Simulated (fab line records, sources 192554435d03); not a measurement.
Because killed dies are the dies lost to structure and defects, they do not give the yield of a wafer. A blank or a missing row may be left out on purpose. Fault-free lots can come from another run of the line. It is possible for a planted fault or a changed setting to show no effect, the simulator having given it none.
Matching of chambers    flow n5Finfet    pecvd-01 running N5_BEOL_M10_PECVD_70: 3 sister chambers
The step deposits SiO2 from TEOS/O2, target thk 20 nm, time 22.7 s. 27 wafers are shown with their chamber, then 12 later ones without.

== WAFERS PAIRED WITH THEIR CHAMBERS ==
wafer   chamber  throttleValvePct (%)  showerheadPlenumPTorr (Torr)  heaterPowerOuterW (W)
L074.2  0        23.6                  8.72                          347
L074.3  2        19.9                  8.82                          446
L074.4  0        23.8                  8.71                          348
L075.1  2        19.7                  8.82                          379
L075.2  1        21.8                  8.68                          330
L075.3  0        24.1                  8.72                          386
L076.1  2        20.1                  8.79                          463
L076.2  0        23.8                  8.71                          395
L076.5  2        19.9                  8.81                          478
L077.3  2        20.0                  8.81                          460
L077.4  0        23.7                  8.71                          350
L077.6  1        21.9                  8.67                          291
L078.4  0        23.6                  8.69                          412
L078.5  0        23.7                  8.73                          420
L078.6  1        21.8                  8.71                          292
L079.2  2        20.0                  8.83                          387
L079.3  1        22.1                  8.68                          335
L079.6  1        21.7                  8.67                          346
L085.2  1        21.8                  8.69                          333
L085.4  1        22.0                  8.68                          334
L085.5  2        20.1                  8.80                          427
L090.2  1        21.6                  8.69                          333
L090.3  2        20.2                  8.81                          414
L090.5  2        20.3                  8.84                          417
L087.2  1        21.8                  8.69                          312
L087.3  0        23.6                  8.70                          384
L087.5  1        21.8                  8.66                          313

SIGNATURES (averages over the wafers above)
reading                chamber 0  chamber 1  chamber 2  scatter within a chamber
throttleValvePct       23.738     21.830     20.022     0.163
showerheadPlenumPTorr  8.7112     8.6820     8.8144     0.0139
heaterPowerOuterW      380.25     321.90     430.11     27.8
Rule: distance of a wafer from a chamber = root of the sum over the readings of ((wafer's reading minus chamber's mean) / reading's scatter) squared. If the next closest chamber is less than 2 further off than the closest, the wafer can't be placed; otherwise it belongs to the closest. The scatter: the root of (the sum of the squares of (reading less its chamber's mean) over the shown wafers, divided by (wafers less chambers)).

== WAFERS WITHOUT THEIR CHAMBER ==
wafer   throttleValvePct (%)  showerheadPlenumPTorr (Torr)  heaterPowerOuterW (W)
L094.1  23.9                  8.71                          334
L094.4  20.2                  8.82                          445
L094.5  21.8                  8.70                          291
L093.3  21.9                  8.71                          318
L093.5  20.4                  8.83                          452
L093.6  23.9                  8.72                          379
L095.2  20.4                  8.83                          446
L095.4  20.2                  8.81                          432
L095.6  19.9                  8.85                          442
L097.2  21.6                  8.70                          324
L097.4  23.7                  8.72                          343
L097.5  21.9                  8.68                          333

== EACH ONE'S CHAMBER ==
wafer   from the rows above  in truth
L094.1  0                    0
L094.4  2                    2
L094.5  1                    1
L093.3  1                    1
L093.5  2                    2
L093.6  0                    0
L095.2  2                    2
L095.4  2                    2
L095.6  2                    2
L097.2  1                    1
L097.4  0                    0
L097.5  1                    1
Placed correctly: 12 of 12. Not placeable from these rows: 0. Number placed wrongly: 0.
